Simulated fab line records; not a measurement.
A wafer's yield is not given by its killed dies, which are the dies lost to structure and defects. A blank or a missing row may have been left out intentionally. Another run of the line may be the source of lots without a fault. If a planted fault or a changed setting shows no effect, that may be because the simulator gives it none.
Lot-split experiment + flow n5Finfet + 21 wafers read from 7 lots, route of 1938 steps

## THE SPLIT ITSELF
At N5_BEOL_M0_SAQP_CUT_ETCH_46 (etches SOC in N2/H2, target depth 135 nm, overetch 27 nm, time 202.5 s), the setting timeS was moved away from the recipe's 202.5 s on 10 of the 21 wafers read, by -12.6% to +17.6%. For the rest of the wafers, this setting stayed at what the recipe calls for.

The reading comes from the split's own step.

## THE READING
SiARC_of_BEOL_M0_SAQP_COAT_72.thkNm (the simulator's own value, which no gauge read), in nm, at N5_BEOL_M0_SAQP_CUT_ETCH_46 (etches SOC in N2/H2, target depth 135 nm, overetch 27 nm, time 202.5 s). The file does not state a usual value for it. Average 5.0 nm, standard deviation 0.17 nm, over the 11 wafers here run with the recipe.

| wafer  | tool, chamber at the split | timeS as run, s | against the recipe | SiARC_of_BEOL_M0_SAQP_COAT_72.thkNm, nm | against lot-mates on the recipe |
|--------|----------------------------|-----------------|--------------------|-----------------------------------------|---------------------------------|
| L075.1 | rieDiel-02, 0              | 235.2           | +16.1%             | 3.2                                     | -1.6                            |
| L075.3 | rieDiel-02, 3              | 202.5           | recipe             | 4.8                                     | -                               |
| L075.4 | rieDiel-02, 2              | 235.2           | +16.1%             | 3.4                                     | -1.4                            |
| L076.1 | rieDiel-05, 1              | 202.5           | recipe             | 5                                       | -                               |
| L076.2 | rieDiel-05, 2              | 235.5           | +16.3%             | 3.4                                     | -1.6                            |
| L076.6 | rieDiel-05, 3              | 235.5           | +16.3%             | 3.6                                     | -1.4                            |
| L081.1 | rieDiel-06, 2,1            | 202.5           | recipe             | 5.2                                     | -                               |
| L081.3 | rieDiel-06, 2,1            | 202.5           | recipe             | 5.2                                     | -                               |
| L081.6 | rieDiel-06, 3              | 230.1           | +13.6%             | 3.8                                     | -1.4                            |
| L083.1 | rieDiel-02, 0              | 202.5           | recipe             | 5                                       | -                               |
| L083.3 | rieDiel-02, 2              | 202.5           | recipe             | 5.2                                     | -                               |
| L083.4 | rieDiel-02, 2              | 202.5           | recipe             | 5.2                                     | -                               |
| L086.1 | rieDiel-02, 2              | 219.4           | +8.3%              | 4.6                                     | -0.6                            |
| L086.3 | rieDiel-02, 1              | 219.4           | +8.3%              | 4                                       | -1.2                            |
| L086.5 | rieDiel-02, 0              | 202.5           | recipe             | 5.2                                     | -                               |
| L095.2 | rieDiel-05, 0              | 202.5           | recipe             | 5                                       | -                               |
| L095.5 | rieDiel-05, 1              | 202.5           | recipe             | 4.8                                     | -                               |
| L095.6 | rieDiel-05, 2              | 238.1           | +17.6%             | 3.2                                     | -1.7                            |
| L096.2 | rieDiel-05, 2,3            | 177             | -12.6%             | 6.4                                     | +1.6                            |
| L096.3 | rieDiel-05, 2,3            | 177             | -12.6%             | 6.4                                     | +1.6                            |
| L096.6 | rieDiel-05, 0              | 202.5           | recipe             | 4.8                                     | -                               |
If several chambers appear in one row, that row covers several wafers at once and the file leaves open which wafer was in which chamber.

THE FIT
A straight line over all 21 wafers: SiARC_of_BEOL_M0_SAQP_COAT_72.thkNm changes by -0.102 nm for each +1% of timeS; r = -0.98; the points scatter about the line by 0.18 nm.
The same after taking each lot's own level away (the mean of its wafers on the recipe; 21 wafers): -0.103 nm for each +1%; r = -0.99; scatter 0.16 nm.
Per that fit: largest timeS move, reading shift of 1.8 nm.
From 4.80 to 5.20 nm: that is the span of the lots' own levels, equal to 2.4 times the standard deviation above.
Consequently the slope shifts little with the lot-to-lot level, the two slopes agreeing.
Check: -1.76 nm against its lot-mates is what the line predicts for one of the wafers moved furthest among these (+17.6%) when that wafer is left out of the fit. It came out at -1.7 nm against them.

## OTHER SPLITS APPLIED TO THESE WAFERS
Before the reading, these wafers also passed through other splits. Each is held against what the fit with the lots' levels taken away leaves over:
| other split on the same wafers       | wafers away from the commonest value | r with SiARC_of_BEOL_M0_SAQP_COAT_72.thkNm (lot level and that fit taken away) |
|--------------------------------------|--------------------------------------|--------------------------------------------------------------------------------|
| N5_BEOL_M0_SAQP_HM_DEP_02 targetThkA | 8                                    | +0.02                                                                          |

## FILE'S OWN FIT
SiARC_of_BEOL_M0_SAQP_COAT_72.thkNm changes by -0.1 nm for each +1% of timeS, r = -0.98.
